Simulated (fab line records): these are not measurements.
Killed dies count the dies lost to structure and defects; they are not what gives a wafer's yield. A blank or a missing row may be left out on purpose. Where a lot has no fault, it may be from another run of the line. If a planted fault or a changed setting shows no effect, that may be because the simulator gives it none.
fab line records | flow nand_harc
[record] lots = 5 | wafers = 15 | last_day = 32
route steps=1302 shown P_GATE@155 END@1302
lots that met no fault: taken from a fault-free run of the same line
start_h: start of the lot's first displayed wafer, in hours after the record's first day | wait_h: hours since the lot's step before | " the same as in the row above | L1.1+2: several wafers, shown together as one row | - value missing, or start not given | * or withheld: withheld | < > ~ a bound
route shown NAME@n: a module of which the file shows steps, and the number in the route of the first | usual: mean/standard deviation of fault-free wafers | same: alike in all rows | chamber/n: place in a boat | sites: each site's reading | _std_site: their standard deviation | _edge_site: inner sites' mean taken away from outer sites' mean | radius_mm: for every site, how far away it sits from the centre of the wafer | mask NAME#n: copy n | behind: the most recent tool/chamber to have shaped the wafer | hold: the reason the lot was held/the length of the hold in hours/how it ended | device: the transistor (n, p or np) that didn't switch | end of line: the route-end tests of the same wafers | a step given without rows: its recipe and nothing more | killed: count of dies lost to structure and defects at first sort (not the wafer's yield) | map: per-die view of a wafer (x killed, . not killed, _ where there is no die)
set.NAME: setting as actually run; set.NAME@STEP: the setting as run at that earlier step | model.NAME: the simulator's own value behind a step, which no gauge read
certain route steps with their lots: each step a table, each wafer a row
services: when a tool's chamber went out of use (start_h, in hours from the record's first day, below 0 if earlier), for how many hours, and the reason
[[steps]]
[step NHARC_P_GATE_ALD_36]
[recipe] target_thk_a = 200 | pulse_time_s = 60 | ald_cycles = 223 | temp_c = 400 | material = SiNx
[usual] heater_power_w = 807/86 | precursor_pulse_height_rel = 1.000/0.018 | susceptor_temp_C = 400.00/0.21
lot.wafer | tool       | chamber | start_h | wait_h | heater_power_w | precursor_pulse_height_rel | susceptor_temp_C
L645.4    | ald_sin-02 | 0       | 143.46  | -      | 821            | 0.997                      | 400.06
L645.2    | "          | 1       | 144.51  | -      | 959            | 0.963                      | 399.97
L645.5    | "          | 3       | 146.60  | -      | 906            | 1.010                      | 400.20
L648.2    | ald_sin-02 | 3       | 162.92  | -      | 936            | 1.051                      | 399.86
L648.4    | "          | 1       | 165.02  | -      | 948            | 1.031                      | 399.89
L648.6    | "          | 3       | 167.13  | -      | 896            | 0.998                      | 400.05
L652.2    | ald_sin-04 | 2       | 206.45  | -      | 925            | 1.004                      | 399.69
L652.4    | "          | 0       | 208.58  | -      | 843            | 0.998                      | 399.92
L652.1    | "          | 1       | 209.65  | -      | 811            | 0.997                      | 399.72
L658.2    | ald_sin-01 | 3       | 266.77  | -      | 669            | 0.997                      | 399.97
L658.4    | "          | 0       | 267.83  | -      | 787            | 0.996                      | 399.96
L658.6    | "          | 0       | 272.07  | -      | 771            | 0.976                      | 399.65
L662.2    | ald_sin-04 | 2       | 303.24  | -      | 885            | 1.006                      | 399.95
L662.4    | "          | 1       | 306.45  | -      | 843            | 1.017                      | 400.14
L662.5    | "          | 2       | 307.52  | -      | 888            | 1.005                      | 400.15
[step NHARC_P_GATE_ETCHBACK_37]
[recipe] target_depth_a = 345 | time_s = 17.2 | chf3_flow_sccm = 50 | o2_flow_sccm = 10 | ar_flow_sccm = 200 | rf_w = 500 | bias_w = 200 | chemistry = CHF3/O2
[usual] drypump_motor_current_A = 5.8/0.49 | mfc_ar_sccm = 200.0/0.64 | oes_product_au = 0.96/0.035 | rf_vpp_V = 369.9/2.3 | showerhead_plenum_p_Torr = 2.37/0.1 | throttle_valve_pct = 20.573/0.0097
lot.wafer | tool        | chamber | start_h | wait_h | drypump_motor_current_A | mfc_ar_sccm | oes_product_au | rf_hours_counter_h | rf_vpp_V | showerhead_plenum_p_Torr | throttle_valve_pct
L645.2    | rie_diel-11 | 0       | -       | -      | 5.9                     | 199.3       | 0.92           | 4                  | 369.2    | 2.28                     | 20.558
L645.4    | "           | 3       | "       | "      | 4.9                     | 201.0       | 0.92           | 4                  | 369.1    | 2.29                     | 20.576
L645.5    | "           | 0       | "       | "      | 6.0                     | 199.8       | 0.91           | -                  | 368.3    | 2.28                     | 20.564
L648.4    | rie_diel-06 | 2       | -       | -      | 5.8                     | 200.7       | 0.93           | 1                  | 368.8    | 2.26                     | 20.563
L648.2    | "           | 1       | "       | "      | 5.0                     | 200.1       | 0.93           | 1                  | 370.6    | 2.44                     | 20.569
L648.6    | "           | 3       | "       | "      | 5.8                     | 199.8       | 0.93           | -                  | 372.7    | 2.47                     | 20.564
L652.2    | rie_diel-06 | 0       | -       | -      | 6.1                     | 201.1       | 0.93           | 3                  | 367.7    | 2.38                     | 20.562
L652.1    | "           | 1       | "       | "      | 5.0                     | 199.9       | 0.93           | 3                  | 371.1    | 2.44                     | 20.579
L652.4    | "           | 3       | "       | "      | 5.8                     | 199.6       | 0.94           | 3                  | 372.0    | 2.46                     | 20.582
L658.2    | rie_diel-11 | 3       | -       | -      | 4.9                     | 200.6       | 0.95           | 0                  | 367.5    | 2.28                     | 20.574
L658.6    | "           | 3       | "       | "      | 4.9                     | 200.7       | 0.96           | -                  | 366.4    | 2.28                     | 20.591
L658.4    | "           | 0       | "       | "      | 5.9                     | 200.1       | 0.93           | -                  | 366.8    | 2.28                     | 20.564
L662.4    | rie_diel-07 | 2       | -       | -      | 5.4                     | 200.1       | 0.99           | 0                  | 372.0    | 2.57                     | 20.573
L662.2    | "           | 1       | "       | "      | 5.3                     | 199.8       | 0.99           | 0                  | 366.9    | 2.27                     | 20.573
L662.5    | "           | 2       | "       | "      | 5.4                     | 200.5       | 0.99           | -                  | 372.8    | 2.57                     | 20.586
[step NHARC_P_GATE_STRIP_101]
[recipe] time_s = 20 | o2_flow_sccm = 500 | ar_flow_sccm = 0 | bias_w = 0 | chemistry = O2
[usual] drypump_motor_current_A = 5.8/0.5 | mfc_ar_sccm = 0.006/0.0093 | oes_product_au = 1.000/0.0087 | rf_vpp_V = 57.7/0.84 | showerhead_plenum_p_Torr = 3.48/0.15 | throttle_valve_pct = 17.036/0.0097
lot.wafer | tool        | chamber | start_h | wait_h | drypump_motor_current_A | mfc_ar_sccm | oes_product_au | rf_hours_counter_h | rf_vpp_V | showerhead_plenum_p_Torr | throttle_valve_pct
L645.4    | rie_diel-11 | 3       | 150.91  | 0.1    | 4.9                     | 0.022       | 0.995          | 4                  | 57.2     | 3.36                     | 17.037
L645.2    | "           | 1       | "       | "      | 5.6                     | 0.005       | 0.988          | 3                  | 58.2     | 3.53                     | 17.043
L645.5    | "           | 3       | "       | "      | 5.0                     | 0.022       | 1.005          | -                  | 57.8     | 3.36                     | 17.035
L648.2    | rie_diel-06 | 1       | 172.51  | 0.1    | 5.1                     | 0.024       | 1.012          | 1                  | 58.2     | 3.58                     | 17.046
L648.4    | "           | 2       | "       | "      | 5.8                     | 0           | 1.001          | 1                  | 56.7     | 3.33                     | 17.039
L648.6    | "           | 1       | "       | "      | 5.0                     | 0.024       | 1.011          | -                  | 58.8     | 3.58                     | 17.059
L652.2    | rie_diel-06 | 3       | 216.12  | 0.1    | 5.7                     | 0           | 0.998          | 3                  | 58.0     | 3.62                     | 17.026
L652.4    | "           | 1       | "       | "      | 5.0                     | 0.024       | 1.006          | 3                  | 58.1     | 3.58                     | 17.033
L652.1    | "           | 2       | "       | "      | 5.8                     | 0           | 1.017          | 3                  | 57.5     | 3.33                     | 17.034
L658.2    | rie_diel-11 | 2       | 276.42  | 0.1    | 6.3                     | 0           | 1.004          | 0                  | 57.3     | 3.42                     | 17.033
L658.4    | "           | 2       | "       | "      | 6.3                     | 0           | 0.999          | -                  | 57.1     | 3.42                     | 17.034
L658.6    | "           | 0       | "       | "      | 6.0                     | 0.005       | 0.993          | -                  | 56.7     | 3.35                     | 17.018
L662.2    | rie_diel-07 | 3       | 312.93  | 0.1    | 6.2                     | 0           | 0.997          | 0                  | 57.3     | 3.36                     | 17.043
L662.4    | "           | 1       | "       | "      | 5.3                     | 0           | 0.992          | 0                  | 58.0     | 3.33                     | 17.053
L662.5    | "           | 0       | "       | "      | 6.5                     | 0           | 0.998          | -                  | 57.4     | 3.66                     | 17.040
[step NHARC_P_GATE_PRECLEAN_97]
[recipe] time_s = 600 | temp_c = 120 | chemistry = SPM
[step NHARC_P_GATE_SRD_98]
[step NHARC_P_GATE_PRECLEAN_99]
[recipe] time_s = * | temp_c = 50 | bath_age_min = 0 | chemistry = SC1
[step NHARC_P_GATE_SRD_100]
[step NHARC_P_GATE_DEHYDRATE_38]
[recipe] temp_c = 150 | time_s = 120
[step NHARC_P_GATE_HMDS_39]
[recipe] time_s = 30
[step NHARC_P_GATE_COAT_40]
[recipe] spin_rpm = 3000
[step NHARC_P_GATE_SOFTBAKE_41]
[recipe] temp_c = 122 | time_s = 95
[step NHARC_P_GATE_EBR_42]
[step NHARC_P_GATE_EXPOSE_43]
[recipe] na = 0.6 | target_cd_nm = 720 | dose_mj = 14.81 | mask_id = P_NSD
lot.wafer  | tool           | chamber | start_h | wait_h | mask
L645.2+4+5 | krf_scanner-02 | 0       | 151.55  | -      | P_NSD#0
L648.2+4+6 | krf_scanner-03 | 0       | 173.28  | -      | P_NSD_R1#0
L652.1+2+4 | krf_scanner-02 | 0       | 216.88  | -      | P_NSD#0
L658.2+4+6 | krf_scanner-04 | 0       | 277.07  | -      | P_NSD#0
L662.2+4+5 | krf_scanner-03 | 0       | 313.57  | -      | P_NSD#0
[step NHARC_P_GATE_PEB_44]
[recipe] peb_temp_c = 118 | peb_time_s = 85
[step NHARC_P_GATE_DEVELOP_45]
[recipe] time_s = 70
[step NHARC_P_GATE_CD_MEAS_46]
[recipe] target_cd_nm = 720 | landing_energy_ev = 500
[usual] cd_nm = 719.3/1.6
lot.wafer | tool      | chamber | start_h | wait_h | cd_nm
L645.2    | cd_sem-01 | 0       | 151.71  | -      | 718.8
L645.4    | "         | 0       | "       | "      | 719.3
L645.5    | "         | 0       | "       | "      | 719.4
L648.2    | cd_sem-02 | 0       | 173.43  | -      | 667.1
L648.4    | "         | 0       | "       | "      | 665.1
L648.6    | "         | 0       | "       | "      | 665.3
L652.1    | cd_sem-03 | 0       | 217.04  | -      | 719.5
L652.2    | "         | 0       | "       | "      | 721.3
L652.4    | "         | 0       | "       | "      | 721.0
L658.2    | cd_sem-03 | 0       | 277.22  | -      | 719.8
L658.4    | "         | 0       | "       | "      | 720.0
L658.6    | "         | 0       | "       | "      | 716.1
L662.2    | cd_sem-03 | 0       | 313.72  | -      | 718.7
L662.4    | "         | 0       | "       | "      | 718.7
L662.5    | "         | 0       | "       | "      | 720.1
[step NHARC_P_GATE_HARDBAKE_47]
[recipe] temp_c = 125 | time_s = 80
[step NHARC_P_GATE_DESCUM_48]
[recipe] time_s = 3 | o2_flow_sccm = 200 | ar_flow_sccm = 0 | bias_power_w = 0 | chemistry = O2
[usual] drypump_motor_current_A = 5.7/0.5 | mfc_ar_sccm = 0.006/0.0094 | oes_product_au = 1.000/0.0088 | rf_vpp_V = 57.8/0.99 | showerhead_plenum_p_Torr = 1.89/0.087 | throttle_valve_pct = 11.310/0.0087
lot.wafer | tool        | chamber | start_h | wait_h | drypump_motor_current_A | mfc_ar_sccm | oes_product_au | rf_hours_counter_h | rf_vpp_V | showerhead_plenum_p_Torr | throttle_valve_pct | model.P_GATE.cd_nm
L645.4    | rie_diel-07 | 3       | 151.86  | -      | 6.2                     | 0           | 1.009          | 1.9                | 57.0     | 1.82                     | 11.326             | 719.2
L645.2    | "           | 1       | "       | "      | 5.3                     | 0           | 0.996          | 2.9                | 58.6     | 1.80                     | 11.322             | 719.7
L645.5    | "           | 0       | "       | "      | 6.5                     | 0           | 1.017          | -                  | 59.1     | 1.99                     | 11.303             | 719.8
L648.4    | rie_diel-07 | 2       | 173.58  | -      | 5.4                     | 0           | 0.989          | 4.0                | 57.7     | 2.06                     | 11.295             | 665.5
L648.2    | "           | 0       | "       | "      | 6.5                     | 0           | 0.997          | 3.5                | 57.9     | 1.99                     | 11.303             | 667.1
L648.6    | "           | 2       | "       | "      | 5.4                     | 0           | 0.993          | -                  | 58.4     | 2.06                     | 11.316             | 665.5
L652.1    | rie_diel-07 | 3       | 217.20  | -      | 6.2                     | 0           | 0.990          | 6.2                | 58.1     | 1.82                     | 11.292             | 719.8
L652.2    | "           | 0       | "       | "      | 6.5                     | 0           | 1.005          | 6.5                | 59.0     | 1.99                     | 11.312             | 721
L652.4    | "           | 2       | "       | "      | 5.5                     | 0           | 1.001          | 5.7                | 59.0     | 2.05                     | 11.307             | 721.1
L658.2    | rie_diel-06 | 1       | 277.40  | -      | 5.0                     | 0.024       | 1.000          | 6.7                | 58.4     | 1.94                     | 11.313             | 720.4
L658.6    | "           | 0       | "       | "      | 6.1                     | 0.026       | 1.014          | -                  | 56.6     | 1.89                     | 11.304             | 717
L658.4    | "           | 2       | "       | "      | 5.8                     | 0           | 1.007          | -                  | 57.7     | 1.79                     | 11.309             | 720.4
L662.2    | rie_diel-11 | 1       | 313.90  | -      | 5.6                     | 0.005       | 0.995          | 1.2                | 58.5     | 1.91                     | 11.309             | 718.2
L662.4    | "           | 2       | "       | "      | 6.3                     | 0           | 0.998          | 3.0                | 57.5     | 1.85                     | 11.312             | 718.7
L662.5    | "           | 3       | "       | "      | 4.9                     | 0.022       | 0.987          | -                  | 55.7     | 1.81                     | 11.298             | 720.4
[step NHARC_P_GATE_IMPLANT_49]
[recipe] energy_kev = 30 | dose_cm2 = 3e+15 | tilt_deg = 7
[step NHARC_END_SORT_01]
[recipe] temp_c = 25
[usual] killed_at_array = 52/18 | killed_at_other = 0.6/0.83 | killed_at_periphery = 4.3/2.8 | killed_dies = 57/19 | killed_open = 3.4/2 | killed_short = 2.5/1.7
[same] gross_dies = 677
lot.wafer | tool      | chamber | start_h | wait_h | killed_at_array | killed_at_other | killed_at_periphery | killed_dies | killed_open | killed_short
L648.4    | prober-01 | 0       | 609.05  | 3.4    | 48              | 0               | 3                   | 51          | 2           | 0
L658.4    | prober-01 | 0       | 716.67  | 3.4    | 41              | 1               | 9                   | 51          | 4           | 7
// killed by level:class
L648.4 A_CHANNEL_HOLE_D1:chamber_film_flake=31 A_CHANNEL_HOLE_D2:chamber_film_flake=6 A_SLIT:chamber_film_flake=3 A_CONTACT:chamber_film_flake=2 A_DECK1_JOINT:geometric_particle:open=1 A_M1:geometric_particle:open=1 P_GATE:chamber_film_flake=1 P_M1:chamber_film_flake=1
L658.4 A_CHANNEL_HOLE_D1:chamber_film_flake=12 P_GATE:chamber_film_flake=9 A_STAIRCASE:chamber_film_flake=7 A_SLIT:chamber_film_flake=5 A_CONTACT:chamber_film_flake=5 A_CHANNEL_FILL_D2:geometric_particle:short=3 A_WL_FILL:geometric_particle:short=2 A_ONON_D1:geometric_particle:open=1
[[services]]
tool           | chamber | start_h | hours | kind
rie_diel-06    | 2       | 126.81  | 11.8  | repair
rie_diel-06    | -       | 130.92  | 9.0   | pm
ald_sin-02     | -       | 132.65  | 0.7   | repair
rie_diel-07    | -       | 164.94  | 0.4   | repair
krf_scanner-03 | -       | 178.88  | 0.6   | repair
rie_diel-06    | 3       | 182.03  | 4.5   | repair
rie_diel-07    | 2       | 204.64  | 4.7   | repair
krf_scanner-03 | -       | 224.00  | 4.0   | pm
rie_diel-11    | 1       | 234.94  | 5.4   | repair
krf_scanner-02 | -       | 238.24  | 0.6   | repair
ald_sin-04     | 2       | 241.13  | 10.8  | repair
ald_sin-02     | 0       | 253.74  | 4.6   | repair
rie_diel-11    | -       | 255.50  | 9.0   | pm
krf_scanner-02 | -       | 266.00  | 4.0   | pm
ald_sin-02     | -       | 266.63  | 2.5   | repair
rie_diel-06    | 3       | 271.23  | 15.6  | repair
rie_diel-06    | 2       | 272.44  | 3.1   | repair
rie_diel-11    | 1       | 275.85  | 8.7   | repair
rie_diel-06    | 0       | 280.91  | 45.9  | repair
ald_sin-04     | 0       | 289.95  | 10.7  | repair
ald_sin-02     | 1       | 291.29  | 4.9   | repair
rie_diel-07    | -       | 294.20  | 9.0   | pm
rie_diel-11    | 2       | 302.48  | 3.4   | repair
rie_diel-06    | -       | 307.92  | 9.0   | pm
[[key]]
[first_sign] step = NHARC_P_GATE_EXPOSE_43 | reading = mask | direction = changed
[effect] step = NHARC_P_GATE_CD_MEAS_46 | reading = cd_nm | direction = down | sigmas = 34 | usual = 719.3 | struck = 665.8
[model_effect] step = NHARC_P_GATE_DESCUM_48 | value = P_GATE.cd_nm | without = 718.7 | struck = 666
met_at NHARC_P_GATE_EXPOSE_43
struck_wafers L648.2,L648.4,L648.6
tester_left_out L648
[fault] kind = wrong_mask | tool = any | chamber = - | onset_h = 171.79 | steps = NHARC_P_GATE_EXPOSE_43 | aux_copy = P_NSD_R1#0 | cd_offset_nm = -52.634 | scope = struck_lots_only
// tester_left_out: of these lots the tester's yield and bins aren't shown, on N5 and GAA mostly nor the transistor test; their killed dies are dies lost to structure and defects alone, not to doping, threshold or leakage, so they don't give the yield
